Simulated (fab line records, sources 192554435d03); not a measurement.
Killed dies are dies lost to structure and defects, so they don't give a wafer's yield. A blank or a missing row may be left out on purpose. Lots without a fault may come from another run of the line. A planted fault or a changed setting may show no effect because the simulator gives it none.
A struck lot beside a sound one | flow n5_finfet | 15 steps out of a route of 1938
Sound: wafers L389.3, L389.4, L389.6. Struck: wafer L402.1. (L402.3, L402.6 of the same lot were not struck and are left out.) The cause comes at the end.
At each step with rows: each side's tool, then ch and its chambers, then its first start. Under that, the readings that differ: sound wafers | struck wafers | difference of the means | sigmas: that difference in standard deviations of wafers without a fault.
alike: readings whose means differ by less than 2 such deviations, and words and numbers that are the same on both sides. not compared: withheld readings, readings that some wafer has no value for, bounds like >300 that may hide the same value, and numbers for which the record gives no deviation and whose values overlap.
The two part at a step that has a row with sigmas, a row that says differs or no value, or rows on one side only. Numbers that don't overlap but have no deviation are shown without sigmas and don't part them. A reading that every wafer of one side lacks parts them only if that side has two wafers or more.

first, 3 steps without rows for these wafers: N5_BEOL_M15_PRECLEAN_39 (cleans in residue remover, time 60 s); N5_BEOL_M15_SRD_40 (time 30 s, dry time 30 s); N5_BEOL_M15_DEGAS_41 (time 60 s).
N5_BEOL_M15_PRE_CLEAN_42: time 30 s.
  sound on pvd_sputter-02, day 15 03:49; struck on pvd_sputter-03, day 17 22:29
  alike: heater_power_w
N5_BEOL_M15_SPUTTER_43: material TaN, target thk 15 nm, time 24.19 s.
  sound on pvd_sputter-02, day 15 03:52; struck on pvd_sputter-03, day 17 22:32
  alike: bias_v, cathode_dc_power_W, throttle_valve_pct
N5_BEOL_M15_SPUTTER_44: material Ta, target thk 15 nm, time 24.19 s.
  sound on pvd_sputter-02, day 15 03:56; struck on pvd_sputter-03, day 17 22:37
  alike: bias_v, cathode_dc_power_W, throttle_valve_pct
then, 2 steps without rows for these wafers: N5_BEOL_M15_SPUTTER_45 (material Cu, target thk 100 nm, time 16.67 s); N5_BEOL_M15_ECD_47 (material Cu, target thk 1860 nm).
N5_BEOL_M15_ANNEAL_48: time 90 s.
  sound on rtp_anneal-02 ch 0, day 15 04:28; struck on rtp_anneal-01 ch 0, day 17 23:03
  alike: wafer_temp_C_max
N5_BEOL_M15_CMP_49: polishes, stops on SiO2, t overpolish 4.9 s, target thk 850 nm.
  sound on cmp-03 ch 1,2, day 15 04:41; struck on cmp-03 ch 2, day 17 23:22
  alike: barrier_field_endpoint_s, motor_current_A, overpolish_run_s, platen_rpm, slurry_flow_ml_min
N5_BEOL_M15_THK_MEAS_50: measures by xrf.
  sound on film_metro-01, day 15 04:58; struck on film_metro-01, day 17 23:39
  alike: M15_THK
then, 1 step without rows for these wafers: N5_BEOL_M15_PRE_CLEAN_52 (time 15 s).
N5_BEOL_M15_DEP_53: deposits SiCN from 3MS/NH3, target thk 50 nm, time 17.8 s.
  sound on pecvd-03 ch 0,1,2, day 15 05:02; struck on pecvd-01 ch 2, day 17 23:43
  reading                                   | sound      | struck | difference | sigmas
  model.SiCN_of_BEOL_M15_DEP_53.thk_nm (nm) | 49.2 50 50 | 15.4   | -34.3      |
  alike: showerhead_plenum_p_Torr, throttle_valve_pct
  not compared: since_wet_clean_h
N5_BEOL_M15_RS_MEAS_54: measures by four-point-probe.
  sound on film_metro-01, day 15 05:06; struck on film_metro-02, day 17 23:47
  alike: M15_RS
N5_PASSIVATION_PROBE_49:
  the record has rows for the sound wafers here (prober-02, day 15 21:05) and none for the struck ones

WHERE THEY PART
Only at N5_PASSIVATION_PROBE_49, within this record.

WHY: what the simulator had put in
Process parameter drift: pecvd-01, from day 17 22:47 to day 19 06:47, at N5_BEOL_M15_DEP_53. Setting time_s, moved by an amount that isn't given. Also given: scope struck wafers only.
